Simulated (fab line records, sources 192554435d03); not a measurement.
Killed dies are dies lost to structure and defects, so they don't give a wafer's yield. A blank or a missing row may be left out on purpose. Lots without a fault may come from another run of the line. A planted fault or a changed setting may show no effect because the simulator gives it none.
Chamber matching | flow n5_finfet | N5_BEOL_M10_ETCH_66 on rie_diel-03: 4 sister chambers
The step etches SOC in N2/H2, target depth 120 nm, overetch 24 nm, time 180 s. 14 wafers are shown with their chamber, then 7 later ones without.

WAFERS WITH THEIR CHAMBER
wafer  | chamber | showerhead_plenum_p_Torr (Torr) | drypump_motor_current_A (A) | throttle_valve_pct (%)
L075.1 | 1       | 2.54                            | 6.3                         | 17.41
L075.4 | 0       | 2.63                            | 5.2                         | 17.79
L075.6 | 2       | 2.45                            | 5.6                         | 17.95
L079.2 | 3       | 2.44                            | 5.7                         | 17.74
L079.3 | 0       | 2.63                            | 5.1                         | 17.80
L079.5 | 0       | 2.63                            | 5.2                         | 17.81
L084.3 | 3       | 2.44                            | 5.7                         | 17.76
L084.4 | 2       | 2.44                            | 5.7                         | 17.99
L084.6 | 3       | 2.44                            | 5.7                         | 17.75
L086.1 | 3       | 2.44                            | 5.7                         | 17.76
L086.4 | 1       | 2.53                            | 6.3                         | 17.42
L086.5 | 3       | 2.43                            | 5.7                         | 17.75
L091.1 | 2       | 2.43                            | 5.6                         | 18.02
L091.4 | 1       | 2.53                            | 6.3                         | 17.47

SIGNATURES (means of the wafers above)
reading                  | chamber 0 | chamber 1 | chamber 2 | chamber 3 | scatter within a chamber
showerhead_plenum_p_Torr | 2.6300    | 2.5333    | 2.4400    | 2.4380    | 0.00589
drypump_motor_current_A  | 5.167     | 6.300     | 5.633     | 5.700     | 0.0365
throttle_valve_pct       | 17.8000   | 17.4333   | 17.9867   | 17.7520   | 0.0224
Rule: a wafer's distance from a chamber is the root of the sum, over the readings, of the square of ((its reading less the chamber's mean) divided by the reading's scatter). The wafer belongs to the nearest chamber; if the next one is less than 2 further off, it can't be placed. The scatter: the root of (the sum of the squares of (reading less its chamber's mean) over the shown wafers, divided by (wafers less chambers)).

WAFERS WITHOUT THEIR CHAMBER
wafer  | showerhead_plenum_p_Torr (Torr) | drypump_motor_current_A (A) | throttle_valve_pct (%)
L091.6 | 2.43                            | 5.6                         | 18.01
L092.2 | 2.43                            | 5.7                         | 17.78
L092.3 | 2.43                            | 5.6                         | 18.01
L092.6 | 2.43                            | 5.6                         | 18.02
L097.1 | 2.52                            | 6.3                         | 17.50
L097.3 | 2.43                            | 5.6                         | 18.05
L097.4 | 2.61                            | 5.2                         | 17.86

WHICH CHAMBER EACH WENT THROUGH
wafer  | from the rows above | in truth
L091.6 | 2                   | 2
L092.2 | 3                   | 3
L092.3 | 2                   | 2
L092.6 | 2                   | 2
L097.1 | 1                   | 1
L097.3 | 2                   | 2
L097.4 | 0                   | 0
Placed correctly: 7 of 7. Can't be placed from these rows: 0. Placed wrongly: 0.
